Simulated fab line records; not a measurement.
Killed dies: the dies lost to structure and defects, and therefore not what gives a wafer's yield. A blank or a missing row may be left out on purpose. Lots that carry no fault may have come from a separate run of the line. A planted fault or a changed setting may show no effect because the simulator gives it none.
fab line records | flow n5Finfet
record: lots: 7 | wafers: 39
route steps=1938 shown HKMG_FIN@386 BEOL_M0_SAQP@676 BEOL_M0_CUTY@711 BEOL_M0@715 BEOL_M3@931
startH: the number of hours between the record's first day and the start of the first shown wafer of the lot | waitH: hours from the lot's prior step to this one | " as in the row above | L1.1+2: a single row standing in for several wafers | - value missing, or start not given | * or withheld: withheld | < > ~ a bound
route shown NAME@n: names a module that has steps shown in the file, with the first one's number in the route | usual: mean/standard deviation taken from wafers without a fault | same: alike in all rows | chamber/n: place in a boat | sites: the reading at each site | _std_site: standard deviation across them | _edge_site: outer sites' mean less inner sites' | radiusMm: how far each site lies from the wafer's centre | mask NAME#n: copy n | behind: the last tool/chamber to shape the wafer | hold: the reason the lot was held/the length of the hold in hours/how it ended | device: whichever transistor did not switch (one of n, p or np) | end of line: tests of these same wafers at the route's end | a step with no rows: only its recipe | killed: count of dies lost to structure and defects at first sort (not the wafer's yield) | map: a wafer's dies, marking killed ones x, the rest . and places with no die _
set.NAME: the setting the step ran with; set.NAME@STEP: the setting that earlier step ran with | model.NAME: the simulator's own value behind a step, which no gauge read
one table per step and one row per wafer, for lots whose settings were changed on purpose
== steps ==
step: N5_HKMG_FIN_HK_ALD_01
recipe: material: HfO2 | targetThkA: 16 | tempC: withheld | aldPrecursorFamily: HfCl4 | aldCoReactant: H2O | pulseTimeS: 3 | purgeTimeS: 3 | coReactantPurgeTimeS: 2.5 | coReactantPulseTimeS: 0.3 | aldCycles: 30
lot.wafer  | tool     | chamber | startH | waitH | set.aldCycles | model.HfO2_of_HKMG_FIN_HK_ALD_01.thkNm
L074.1+2+3 | aldHk-02 | 1,3,0   | 70.61  | 0.1   | 30            | 1.6
L074.4     | "        | 2       | "      | "     | 17            | 0.8
L074.5+6   | "        | 1,0     | "      | "     | 17            | 1
L078.1     | aldHk-03 | 3       | 96.13  | 0.0   | 17            | 0.8
L078.2+3   | "        | 1,0     | "      | "     | 17            | 1
L078.4+5+6 | "        | 2,2,1   | "      | "     | 30            | 1.6
L086.1+2+5 | aldHk-01 | 3,1,3   | 141.78 | 0.0   | 30            | 1.6
L086.3+4+6 | "        | 0,2,2   | "      | "     | 15            | 0.8
L091.3+4+6 | aldHk-03 | 3,2,0   | 172.88 | 0.0   | 30            | 1.6
L092.1+2+6 | aldHk-03 | 1,0,0   | 179.50 | 0.0   | 19            | 1
L092.3+4+5 | "        | 2,3,3   | "      | "     | 30            | 1.6
L095.1+4+6 | aldHk-01 | 2,1,0   | 199.01 | 0.0   | 30            | 1.6
L095.2+3+5 | "        | 3,0,3   | "      | "     | 20            | 1
L097.1+2+5 | aldHk-01 | 3,0,1   | 208.16 | 0.0   | 30            | 1.6
L097.3+4+6 | "        | 1,2,0   | "      | "     | 48            | 2.6
step: N5_HKMG_FIN_HK_ANNEAL_02
recipe: tempC: 700 | timeS: 30 | ambient: N2 | idleTempC: 600 | rampUpCPerS: 150 | rampDownCPerS: 60 | coolToC: 600
step: N5_HKMG_FIN_ALD_74
recipe: material: La2O3 | targetThkA: 5 | tempC: 250 | aldPrecursorFamily: La-Cp | aldCoReactant: O3 | pulseTimeS: 6 | coReactantPulseTimeS: 1 | purgeTimeS: 3 | coReactantPurgeTimeS: 3
step: N5_HKMG_FIN_WET_ETCH_82
recipe: chemistry: dHCl | mix: 1:10000 | tempC: 25 | target: La2O3 | stopOn: HfO2 | targetDepthNm: 2 | dry: ipaMarangoni | rinseTimeS: 30 | rinseTempC: 23
step: N5_HKMG_FIN_ALD_36
recipe: material: TiN | targetThkA: 10 | tempC: 400 | aldPrecursorFamily: TiCl4 | aldCoReactant: NH3 | pulseTimeS: 1 | purgeTimeS: 3 | coReactantPurgeTimeS: 2 | coReactantPulseTimeS: 2 | aldCycles: 47 | pressureTorr: 3
step: N5_HKMG_FIN_THK_MEAS_70
recipe: thkMeasGauge: xrf | reads: HfO2_of_HKMG_FIN_HK_ALD_01
usual: HK_THK: 1.600/0.02
lot.wafer | tool         | chamber | startH | waitH | set.aldCycles@HKMG_FIN_HK_ALD_01 | HK_THK[nm]
L074.1    | filmMetro-01 | -       | 74.08  | 0.2   | 30                               | 1.596
L074.2    | "            | -       | "      | "     | 30                               | 1.594
L074.3    | "            | -       | "      | "     | 30                               | 1.604
L074.4    | "            | -       | "      | "     | 17                               | 0.896
L074.5    | "            | -       | "      | "     | 17                               | 0.914
L074.6    | "            | -       | "      | "     | 17                               | 0.906
L078.1    | filmMetro-01 | -       | 99.47  | 0.2   | 17                               | 0.903
L078.2    | "            | -       | "      | "     | 17                               | 0.928
L078.3    | "            | -       | "      | "     | 17                               | 0.918
L078.4    | "            | -       | "      | "     | 30                               | 1.611
L078.5    | "            | -       | "      | "     | 30                               | 1.607
L078.6    | "            | -       | "      | "     | 30                               | 1.596
L086.1    | filmMetro-02 | -       | 145.47 | 0.2   | 30                               | 1.585
L086.2    | "            | -       | "      | "     | 30                               | 1.590
L086.3    | "            | -       | "      | "     | 15                               | 0.808
L086.4    | "            | -       | "      | "     | 15                               | 0.791
L086.5    | "            | -       | "      | "     | 30                               | 1.585
L086.6    | "            | -       | "      | "     | 15                               | 0.811
L091.3    | filmMetro-01 | -       | 176.41 | 0.2   | 30                               | 1.612
L091.4    | "            | -       | "      | "     | 30                               | 1.617
L091.6    | "            | -       | "      | "     | 30                               | 1.610
L092.1    | filmMetro-02 | -       | 183.05 | 0.2   | 19                               | 1.027
L092.2    | "            | -       | "      | "     | 19                               | 0.989
L092.3    | "            | -       | "      | "     | 30                               | 1.605
L092.4    | "            | -       | "      | "     | 30                               | 1.591
L092.5    | "            | -       | "      | "     | 30                               | 1.612
L092.6    | "            | -       | "      | "     | 19                               | 1.014
L095.1    | filmMetro-02 | -       | 202.60 | 0.2   | 30                               | 1.622
L095.2    | "            | -       | "      | "     | 20                               | 1.041
L095.3    | "            | -       | "      | "     | 20                               | 1.110
L095.4    | "            | -       | "      | "     | 30                               | 1.609
L095.5    | "            | -       | "      | "     | 20                               | 1.045
L095.6    | "            | -       | "      | "     | 30                               | 1.597
L097.1    | filmMetro-01 | -       | 211.76 | 0.2   | 30                               | 1.597
L097.2    | "            | -       | "      | "     | 30                               | 1.616
L097.3    | "            | -       | "      | "     | 48                               | 2.563
L097.4    | "            | -       | "      | "     | 48                               | 2.562
L097.5    | "            | -       | "      | "     | 30                               | 1.618
L097.6    | "            | -       | "      | "     | 48                               | 2.598
step: N5_BEOL_M0_SAQP_SPACER2_ALD_26
recipe: material: SiO2 | targetThkA: 150 | tempC: 300 | aldPrecursorFamily: BDEAS | aldCoReactant: O2-plasma | pulseTimeS: 1 | purgeTimeS: 2 | coReactantPurgeTimeS: 2 | pressureTorr: 2
lot.wafer      | tool      | chamber   | startH | waitH | set.targetThkA | model.SiO2_of_BEOL_M0_SAQP_SPACER2_ALD_26.thkNm
L074.1+2+4     | aldSin-01 | 0,1,0     | 110.70 | 0.1   | 150            | 15
L074.3+5       | "         | 1         | "      | "     | 104.7          | 10.4
L074.6         | "         | 0         | "      | "     | 104.7          | 10.6
L078.1+2+3+5+6 | aldSin-02 | 3,0,2,0,1 | 138.28 | 0.1   | 150            | 15
L078.4         | "         | 1         | "      | "     | 150            | 14.8
L086.1+4+5     | aldSin-03 | 1,0,0     | 185.02 | 0.2   | 63.79          | 6.4
L086.2         | "         | 2         | "      | "     | 150            | 15.2
L086.3         | "         | 3         | "      | "     | 150            | 14.8
L086.6         | "         | 1         | "      | "     | 150            | 15
L091.3+4+6     | aldSin-02 | 3,1,0     | 212.51 | 0.1   | 150            | 15
L092.1+3+5     | aldSin-03 | 0,2,2     | 216.61 | 0.1   | 150            | 15
L092.2+4+6     | "         | 1,3,3     | "      | "     | 150            | 14.8
L095.1+5+6     | aldSin-03 | 1,3,2     | 239.84 | 0.1   | 150            | 15
L095.2         | "         | 0         | "      | "     | 226            | 22.4
L095.3+4       | "         | 3,2       | "      | "     | 226            | 22.6
L097.1+2+4     | aldSin-02 | 1,0,3     | 251.23 | 0.1   | 150            | 15
L097.3+6       | "         | 3,1       | "      | "     | 124.6          | 12.4
L097.5         | "         | 0         | "      | "     | 124.6          | 12.6
step: N5_BEOL_M0_SAQP_SPACER2_ETCHBACK_27
recipe: chemistry: CHF3/O2 | mode: anisotropicEtchback | target: SiO2 | targetDepthA: 225 | timeS: 11.25 | pressureMtorr: 30 | sourceW: 650 | biasW: 170 | Ar_flow_sccm: 200 | CHF3_flow_sccm: 50 | O2_flow_sccm: 5 | ionEnergyEv: 200
step: N5_BEOL_M0_SAQP_MANDREL2_REMOVE_110
recipe: chemistry: HBr/Cl2/O2 | btTimeS: 10 | target: a-Si | stopOn: SiCN | endpoint: OES-SiCl | overEtchFrac: 1 | icpW: 600 | biasW: 30 | HBr_flow_sccm: 150 | Cl2_flow_sccm: 80 | O2_flow_sccm: 5 | pressureMtorr: 10
lot.wafer  | tool     | chamber | startH | waitH | set.targetThkA@BEOL_M0_SAQP_SPACER2_ALD_26 | model.BEOL_M0_SAQP.cdNm | model.SiO2_of_BEOL_M0_SAQP_SPACER2_ALD_26.thkNm
L074.1     | rieSi-01 | 1       | 111.67 | 0.1   | 150                                        | 14.8                    | 10.6
L074.2+4   | "        | 0,3     | "      | "     | 150                                        | 15                      | 10.6
L074.3+5   | "        | 2,3     | "      | "     | 104.7                                      | 10.4                    | 6
L074.6     | "        | 0       | "      | "     | 104.7                                      | 10.6                    | 6.2
L078.1+6   | rieSi-06 | 2       | 138.91 | 0.1   | 150                                        | 14.8                    | 10.6
L078.2+5   | "        | 3       | "      | "     | 150                                        | 15                      | 10.6
L078.3     | "        | 1       | "      | "     | 150                                        | 15                      | 10.4
L078.4     | "        | 0       | "      | "     | 150                                        | 14.8                    | 10.4
L086.1+4+5 | rieSi-06 | 3,2,1   | 185.67 | 0.1   | 63.79                                      | 6.4                     | 2.8
L086.2     | "        | 0       | "      | "     | 150                                        | 15                      | 10.8
L086.3     | "        | 1       | "      | "     | 150                                        | 15                      | 10.4
L086.6     | "        | 0       | "      | "     | 150                                        | 15                      | 10.6
L091.3     | rieSi-06 | 2       | 213.14 | 0.1   | 150                                        | 14.8                    | 10.6
L091.4+6   | "        | 3,0     | "      | "     | 150                                        | 15                      | 10.6
L092.1     | rieSi-06 | 1       | 217.24 | 0.1   | 150                                        | 15                      | 10.6
L092.2+4   | "        | 0,3     | "      | "     | 150                                        | 14.8                    | 10.4
L092.3+5   | "        | 2       | "      | "     | 150                                        | 14.8                    | 10.6
L092.6     | "        | 1       | "      | "     | 150                                        | 15                      | 10.4
L095.1     | rieSi-01 | 0       | 240.51 | 0.1   | 150                                        | 15                      | 10.6
L095.2+3   | "        | 3,2     | "      | "     | 226                                        | 22.4                    | 18
L095.4     | "        | 1       | "      | "     | 226                                        | 22.6                    | 18.2
L095.5     | "        | 3       | "      | "     | 150                                        | 15                      | 10.4
L095.6     | "        | 2       | "      | "     | 150                                        | 14.8                    | 10.6
L097.1+2+4 | rieSi-04 | 0,2,3   | 251.86 | 0.1   | 150                                        | 15                      | 10.6
L097.3+6   | "        | 1,3     | "      | "     | 124.6                                      | 12.4                    | 8
L097.5     | "        | 0       | "      | "     | 124.6                                      | 12.6                    | 8.2
step: N5_BEOL_M0_SAQP_CD_MEAS_29
recipe: targetCdNm: 14.4 | landingEnergyEv: 1000 | detector: seInlens
usual: cdNm: 14.99/0.24
lot.wafer | tool     | chamber | startH | waitH | set.targetThkA@BEOL_M0_SAQP_SPACER2_ALD_26 | cdNm
L074.1    | cdSem-03 | 0       | 111.78 | 0.1   | 150                                        | 14.60
L074.2    | "        | 0       | "      | "     | 150                                        | 15.03
L074.3    | "        | 0       | "      | "     | 104.7                                      | 10.07
L074.4    | "        | 0       | "      | "     | 150                                        | 14.86
L074.5    | "        | 0       | "      | "     | 104.7                                      | 10.38
L074.6    | "        | 0       | "      | "     | 104.7                                      | 10.92
L078.1    | cdSem-01 | 0       | 139.02 | 0.1   | 150                                        | 15.05
L078.2    | "        | 0       | "      | "     | 150                                        | 15.06
L078.3    | "        | 0       | "      | "     | 150                                        | 15.09
L078.4    | "        | 0       | "      | "     | 150                                        | 14.94
L078.5    | "        | 0       | "      | "     | 150                                        | 14.98
L078.6    | "        | 0       | "      | "     | 150                                        | 15.17
L086.1    | cdSem-02 | 0       | 185.78 | 0.1   | 63.79                                      | 6.54
L086.2    | "        | 0       | "      | "     | 150                                        | 15.12
L086.3    | "        | 0       | "      | "     | 150                                        | 14.83
L086.4    | "        | 0       | "      | "     | 63.79                                      | 6.82
L086.5    | "        | 0       | "      | "     | 63.79                                      | 6.54
L086.6    | "        | 0       | "      | "     | 150                                        | 15.24
L091.3    | cdSem-01 | 0       | 213.26 | 0.1   | 150                                        | 15.12
L091.4    | "        | 0       | "      | "     | 150                                        | 14.83
L091.6    | "        | 0       | "      | "     | 150                                        | 14.99
L092.1    | cdSem-02 | 0       | 217.35 | 0.1   | 150                                        | 15.29
L092.2    | "        | 0       | "      | "     | 150                                        | 14.80
L092.3    | "        | 0       | "      | "     | 150                                        | 14.91
L092.4    | "        | 0       | "      | "     | 150                                        | 14.42
L092.5    | "        | 0       | "      | "     | 150                                        | 15.09
L092.6    | "        | 0       | "      | "     | 150                                        | 14.75
L095.1    | cdSem-02 | 0       | 240.62 | 0.1   | 150                                        | 14.88
L095.2    | "        | 0       | "      | "     | 226                                        | 22.21
L095.3    | "        | 0       | "      | "     | 226                                        | 22.37
L095.4    | "        | 0       | "      | "     | 226                                        | 22.65
L095.5    | "        | 0       | "      | "     | 150                                        | 14.88
L095.6    | "        | 0       | "      | "     | 150                                        | 14.69
L097.1    | cdSem-02 | 0       | 251.97 | 0.1   | 150                                        | 15.40
L097.2    | "        | 0       | "      | "     | 150                                        | 15.10
L097.3    | "        | 0       | "      | "     | 124.6                                      | 12.71
L097.4    | "        | 0       | "      | "     | 150                                        | 15.30
L097.5    | "        | 0       | "      | "     | 124.6                                      | 12.55
L097.6    | "        | 0       | "      | "     | 124.6                                      | 12.05
step: N5_BEOL_M0_SAQP_COAT_69
recipe: resist: SOC | tempC: 250 | timeS: 60 | spinRpm: 1500 | resistThkNm: 90
step: N5_BEOL_M0_SAQP_COAT_72
recipe: resist: SiARC | tempC: 220 | timeS: 60 | spinRpm: 1500 | resistThkNm: 15
step: N5_BEOL_M0_CUTY_DESCUM_61
recipe: chemistry: O2 | timeS: 7.9 | sourcePowerW: 50 | biasPowerW: 20 | pressureMtorr: 20 | rfFrequencyHz: 2.712e+07 | tempC: 40 | resist: CAR-ArF-block | o2FlowSccm: 225
step: N5_BEOL_M0_CUTY_ETCH_62
recipe: chemistry: CF4 | target: SiARC | maskMaterial: CAR-ArF-block | timeS: 58.5 | ionEnergyEv: 80 | pressureMtorr: 40 | sourceW: 545 | biasW: 36 | Ar_flow_sccm: 100 | cf4FlowSccm: 100 | ends: cleared
step: N5_BEOL_M0_CUTY_ETCH_63
recipe: chemistry: N2/H2 | target: SOC | targetDepthA: 827 | overetchA: 165 | maskMaterial: SiARC | tempC: 40 | ionEnergyEv: 200 | timeS: 124 | pressureMtorr: 30 | sourceW: 840 | biasW: 150 | n2FlowSccm: 200 | h2FlowSccm: 200
lot.wafer    | tool       | chamber | startH | waitH | set.targetThkA@BEOL_M0_SAQP_SPACER2_ALD_26 | model.SiO2_of_BEOL_M0_SAQP_SPACER2_ALD_26.thkNm
L074.1       | rieDiel-03 | 1       | 113.90 | 0.0   | 150                                        | 7
L074.2+4     | "          | 2,0     | "      | "     | 150                                        | 7.2
L074.3+5+6   | "          | 0,1,2   | "      | "     | 104.7                                      | 2.8
L078.1+3+5+6 | rieDiel-04 | 2,1,3,0 | 141.76 | 0.0   | 150                                        | 7
L078.2       | "          | 0       | "      | "     | 150                                        | 7.2
L078.4       | "          | 3       | "      | "     | 150                                        | 6.8
L086.1+4+5   | rieDiel-05 | 1,3,1   | 187.90 | 0.0   | 63.79                                      | 1.4
L086.2       | "          | 2       | "      | "     | 150                                        | 7.2
L086.3+6     | "          | 0,2     | "      | "     | 150                                        | 7
L091.3+6     | rieDiel-05 | 0       | 215.16 | 0.0   | 150                                        | 7.2
L091.4       | "          | 3       | "      | "     | 150                                        | 7
L092.1       | rieDiel-04 | 3       | 219.50 | 0.0   | 150                                        | 7
L092.2+4+6   | "          | 1,1,3   | "      | "     | 150                                        | 6.8
L092.3+5     | "          | 2       | "      | "     | 150                                        | 7.2
L095.1       | rieDiel-05 | 1       | 242.75 | 0.0   | 150                                        | 7.2
L095.2+3     | "          | 3,2     | "      | "     | 226                                        | 14.6
L095.4       | "          | 0       | "      | "     | 226                                        | 14.8
L095.5+6     | "          | 2,3     | "      | "     | 150                                        | 7
L097.1+2+4   | rieDiel-05 | 0,1,3   | 254.55 | 0.0   | 150                                        | 7.2
L097.3+5+6   | "          | 2,0,1   | "      | "     | 124.6                                      | 4.6
step: N5_BEOL_M0_CUTY_STRIP_64
recipe: chemistry: N2/H2 | tempC: 40 | n2FlowSccm: 200 | h2FlowSccm: 200 | rfFrequencyHz: 6e+07
step: N5_BEOL_M0_ETCH_138
recipe: chemistry: CH3F/O2 | targetDepthA: 120 | target: SiCN | timeS: 31.6 | ionEnergyEv: 120 | pressureMtorr: 30 | sourceW: 395 | biasW: 75 | Ar_flow_sccm: 150 | CH3F_flow_sccm: 30 | O2_flow_sccm: 20 | ends: cleared
lot.wafer  | tool       | chamber | startH | waitH | set.targetThkA@BEOL_M0_SAQP_SPACER2_ALD_26 | model.SiO2_of_BEOL_M0_SAQP_SPACER2_ALD_26.thkNm
L074.1     | rieDiel-03 | 1       | 114.03 | 0.0   | 150                                        | 5
L074.2     | "          | 2       | "      | "     | 150                                        | 5.4
L074.3+5+6 | "          | 0,1,2   | "      | "     | 104.7                                      | 1.4
L074.4     | "          | 0       | "      | "     | 150                                        | 5.2
L078.1+3+6 | rieDiel-04 | 2,1,0   | 141.88 | 0.0   | 150                                        | 5
L078.2     | "          | 0       | "      | "     | 150                                        | 5.2
L078.4+5   | "          | 3       | "      | "     | 150                                        | 4.8
L086.1+4+5 | rieDiel-05 | 1,3,1   | 188.03 | 0.0   | 63.79                                      | 0.6
L086.2+6   | "          | 2       | "      | "     | 150                                        | 5.2
L086.3     | "          | 0       | "      | "     | 150                                        | 5
L091.3+6   | rieDiel-05 | 0       | 215.28 | 0.0   | 150                                        | 5.2
L091.4     | "          | 3       | "      | "     | 150                                        | 5
L092.1+5   | rieDiel-04 | 3,2     | 219.62 | 0.0   | 150                                        | 5
L092.2+4+6 | "          | 1,1,3   | "      | "     | 150                                        | 4.8
L092.3     | "          | 2       | "      | "     | 150                                        | 5.2
L095.1     | rieDiel-05 | 1       | 242.87 | 0.0   | 150                                        | 5.2
L095.2+3   | "          | 3,2     | "      | "     | 226                                        | 12.6
L095.4     | "          | 0       | "      | "     | 226                                        | 12.8
L095.5+6   | "          | 2,3     | "      | "     | 150                                        | 5
L097.1+2   | rieDiel-05 | 0,1     | 254.67 | 0.0   | 150                                        | 5.2
L097.3+5   | "          | 2,0     | "      | "     | 124.6                                      | 2.6
L097.4     | "          | 3       | "      | "     | 150                                        | 5
L097.6     | "          | 1       | "      | "     | 124.6                                      | 2.4
step: N5_BEOL_M0_HM_OPEN_105
recipe: chemistry: Cl2/BCl3 | targetDepthA: 120 | target: TiN | ionEnergyEv: 150 | pressureMtorr: 10 | icpW: 1000 | biasW: 126 | Cl2_flow_sccm: 53.25 | bcl3FlowSccm: 21.75 | Ar_flow_sccm: 25
lot.wafer  | tool        | chamber | startH | waitH | set.targetThkA@BEOL_M0_SAQP_SPACER2_ALD_26 | model.SiO2_of_BEOL_M0_SAQP_SPACER2_ALD_26.thkNm
L074.1+4   | rieMetal-02 | 1       | 115.93 | 1.9   | 150                                        | 2.6
L074.2     | "           | 1       | "      | "     | 150                                        | 2.8
L074.3+5+6 | "           | 1       | "      | "     | 104.7                                      | 0.6
L078.1+2+6 | rieMetal-03 | 1,0,0   | 142.01 | 0.1   | 150                                        | 2.6
L078.3+4+5 | "           | 0,1,1   | "      | "     | 150                                        | 2.4
L086.1+4+5 | rieMetal-02 | 0,1,0   | 188.13 | 0.1   | 63.79                                      | 0.4
L086.2     | "           | 1       | "      | "     | 150                                        | 2.8
L086.3+6   | "           | 0,1     | "      | "     | 150                                        | 2.6
L091.3+4+6 | rieMetal-01 | 0,1,1   | 215.43 | 0.1   | 150                                        | 2.8
L092.1+4+6 | rieMetal-02 | 0       | 224.66 | 5.0   | 150                                        | 2.4
L092.2     | "           | 0       | "      | "     | 150                                        | 2.2
L092.3+5   | "           | 0       | "      | "     | 150                                        | 2.6
L095.1+6   | rieMetal-01 | 0,1     | 246.38 | 3.5   | 150                                        | 2.8
L095.2+4   | "           | 1       | "      | "     | 226                                        | 10.4
L095.3     | "           | 0       | "      | "     | 226                                        | 10.2
L095.5     | "           | 0       | "      | "     | 150                                        | 2.6
L097.1+2   | rieMetal-03 | 1       | 257.95 | 3.2   | 150                                        | 2.8
L097.3+5+6 | "           | 1       | "      | "     | 124.6                                      | 1.2
L097.4     | "           | 1       | "      | "     | 150                                        | 2.6
step: N5_BEOL_M3_ILD_DEP_00
recipe: material: SiOC | targetThkA: 790 | tempC: 350 | precursor: DEMS/O2 | pressureTorr: 5 | rfW: 500 | timeS: 15.3
lot.wafer | tool     | chamber | startH | waitH | set.targetThkA | model.SiOC_of_BEOL_M3_ILD_DEP_00.thkNm
L074.1    | pecvd-04 | 1       | 143.60 | 0.0   | 790            | 78.2
L074.2    | "        | 0       | "      | "     | 660.4          | 64.6
L074.3    | "        | 1       | "      | "     | 790            | 79.4
L074.4    | "        | 0       | "      | "     | 660.4          | 65.6
L074.5    | "        | 0       | "      | "     | 660.4          | 66
L074.6    | "        | 1       | "      | "     | 790            | 80
L078.1    | pecvd-01 | 1       | 171.20 | 0.0   | 790            | 77.8
L078.2    | "        | 2       | "      | "     | 596            | 60.2
L078.3    | "        | 0       | "      | "     | 790            | 77.6
L078.4    | "        | 2       | "      | "     | 790            | 79.6
L078.5    | "        | 0       | "      | "     | 596            | 59.4
L078.6    | "        | 1       | "      | "     | 596            | 58.6
L086.1    | pecvd-02 | 2       | 217.83 | 0.0   | 407.3          | 42
L086.2    | "        | 1       | "      | "     | 790            | 78.4
L086.3    | "        | 0       | "      | "     | 407.3          | 40.6
L086.4    | "        | 2       | "      | "     | 790            | 81
L086.5    | "        | 0       | "      | "     | 790            | 80
L086.6    | "        | 1       | "      | "     | 407.3          | 41
L091.3    | pecvd-01 | 2       | 245.57 | 0.0   | 790            | 78.2
L091.4    | "        | 1       | "      | "     | 790            | 79.8
L091.6    | "        | 0       | "      | "     | 790            | 79
L092.1    | pecvd-01 | 2       | 249.56 | 0.0   | 625.1          | 62.4
L092.2    | "        | 1       | "      | "     | 625.1          | 62
L092.3    | "        | 0       | "      | "     | 790            | 77.6
L092.4    | "        | 2       | "      | "     | 790            | 79.8
L092.5    | "        | 0       | "      | "     | 625.1          | 62.8
L092.6    | "        | 1       | "      | "     | 790            | 79.6
L095.1    | pecvd-01 | 0       | 281.84 | 0.0   | 790            | 78.6
L095.2    | "        | 1       | "      | "     | 790            | 79.2
L095.3    | "        | 2       | "      | "     | 790            | 79.8
L095.4    | "        | 0       | "      | "     | 790            | 79.6
L095.5    | "        | 2       | "      | "     | 790            | 81.4
L095.6    | "        | 1       | "      | "     | 790            | 80.4
L097.1    | pecvd-01 | 1       | 285.30 | 0.0   | 1022           | 100.6
L097.2    | "        | 2       | "      | "     | 790            | 78.8
L097.3    | "        | 0       | "      | "     | 1022           | 100.8
L097.4    | "        | 1       | "      | "     | 1022           | 102.8
L097.5    | "        | 2       | "      | "     | 790            | 80.4
L097.6    | "        | 0       | "      | "     | 790            | 79.6
step: N5_BEOL_M3_THK_MEAS_01
recipe: reads: SiOC_of_BEOL_M3_ILD_DEP_00
usual: M3_ILD_THK: 78.9/1.1
lot.wafer | tool         | chamber | startH | waitH | set.targetThkA@BEOL_M3_ILD_DEP_00 | M3_ILD_THK[nm]
L074.1    | filmMetro-02 | -       | 143.69 | 0.1   | 790                               | 78.3
L074.2    | "            | -       | "      | "     | 660.4                             | 64.6
L074.3    | "            | -       | "      | "     | 790                               | 79.5
L074.4    | "            | -       | "      | "     | 660.4                             | 65.6
L074.5    | "            | -       | "      | "     | 660.4                             | 66.0
L074.6    | "            | -       | "      | "     | 790                               | 79.9
L078.1    | filmMetro-01 | -       | 171.27 | 0.0   | 790                               | 77.8
L078.2    | "            | -       | "      | "     | 596                               | 60.3
L078.3    | "            | -       | "      | "     | 790                               | 77.5
L078.4    | "            | -       | "      | "     | 790                               | 79.6
L078.5    | "            | -       | "      | "     | 596                               | 59.4
L078.6    | "            | -       | "      | "     | 596                               | 58.6
L086.1    | filmMetro-02 | -       | 217.89 | 0.0   | 407.3                             | 42.0
L086.2    | "            | -       | "      | "     | 790                               | 78.3
L086.3    | "            | -       | "      | "     | 407.3                             | 40.7
L086.4    | "            | -       | "      | "     | 790                               | 81.1
L086.5    | "            | -       | "      | "     | 790                               | 80.0
L086.6    | "            | -       | "      | "     | 407.3                             | 41.1
L091.3    | filmMetro-01 | -       | 245.64 | 0.1   | 790                               | 78.2
L091.4    | "            | -       | "      | "     | 790                               | 79.6
L091.6    | "            | -       | "      | "     | 790                               | 79.1
L092.1    | filmMetro-01 | -       | 249.62 | 0.0   | 625.1                             | 62.4
L092.2    | "            | -       | "      | "     | 625.1                             | 62.0
L092.3    | "            | -       | "      | "     | 790                               | 77.6
L092.4    | "            | -       | "      | "     | 790                               | 79.7
L092.5    | "            | -       | "      | "     | 625.1                             | 62.7
L092.6    | "            | -       | "      | "     | 790                               | 79.6
L095.1    | filmMetro-02 | -       | 281.90 | 0.0   | 790                               | 78.7
L095.2    | "            | -       | "      | "     | 790                               | 79.1
L095.3    | "            | -       | "      | "     | 790                               | 79.8
L095.4    | "            | -       | "      | "     | 790                               | 79.6
L095.5    | "            | -       | "      | "     | 790                               | 81.4
L095.6    | "            | -       | "      | "     | 790                               | 80.5
L097.1    | filmMetro-02 | -       | 285.37 | 0.0   | 1022                              | 100.6
L097.2    | "            | -       | "      | "     | 790                               | 78.8
L097.3    | "            | -       | "      | "     | 1022                              | 100.9
L097.4    | "            | -       | "      | "     | 1022                              | 102.9
L097.5    | "            | -       | "      | "     | 790                               | 80.3
L097.6    | "            | -       | "      | "     | 790                               | 79.6
== key ==
split: step: N5_HKMG_FIN_HK_ALD_01 | setting: aldCycles | stated: 30 | by: wafer
response: step: N5_HKMG_FIN_HK_ALD_01 | reading: model.HfO2_of_HKMG_FIN_HK_ALD_01.thkNm | change: +0.0162 | per: 1% | r: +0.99
response: step: N5_HKMG_FIN_THK_MEAS_70 | reading: HK_THK | change: +0.016 | per: 1% | r: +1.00
split: step: N5_BEOL_M0_SAQP_SPACER2_ALD_26 | setting: targetThkA | stated: 150 | by: wafer
response: step: N5_BEOL_M0_SAQP_SPACER2_ALD_26 | reading: model.SiO2_of_BEOL_M0_SAQP_SPACER2_ALD_26.thkNm | change: +0.149 | per: 1% | r: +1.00
response: step: N5_BEOL_M0_SAQP_MANDREL2_REMOVE_110 | reading: model.BEOL_M0_SAQP.cdNm | change: +0.149 | per: 1% | r: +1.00
response: step: N5_BEOL_M0_SAQP_MANDREL2_REMOVE_110 | reading: model.SiO2_of_BEOL_M0_SAQP_SPACER2_ALD_26.thkNm | change: +0.143 | per: 1% | r: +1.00
response: step: N5_BEOL_M0_SAQP_CD_MEAS_29 | reading: cdNm | change: +0.148 | per: 1% | r: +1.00
response: step: N5_BEOL_M0_CUTY_ETCH_63 | reading: model.SiO2_of_BEOL_M0_SAQP_SPACER2_ALD_26.thkNm | change: +0.125 | per: 1% | r: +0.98
response: step: N5_BEOL_M0_ETCH_138 | reading: model.SiO2_of_BEOL_M0_SAQP_SPACER2_ALD_26.thkNm | change: +0.114 | per: 1% | r: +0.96
response: step: N5_BEOL_M0_HM_OPEN_105 | reading: model.SiO2_of_BEOL_M0_SAQP_SPACER2_ALD_26.thkNm | shape: bent | atLowest: 0.4 | atStated: 2.607 | atHighest: 10.33
split: step: N5_BEOL_M3_ILD_DEP_00 | setting: targetThkA | stated: 790 | by: wafer
response: step: N5_BEOL_M3_ILD_DEP_00 | reading: model.SiOC_of_BEOL_M3_ILD_DEP_00.thkNm | change: +0.785 | per: 1% | r: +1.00
response: step: N5_BEOL_M3_THK_MEAS_01 | reading: M3_ILD_THK | change: +0.785 | per: 1% | r: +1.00
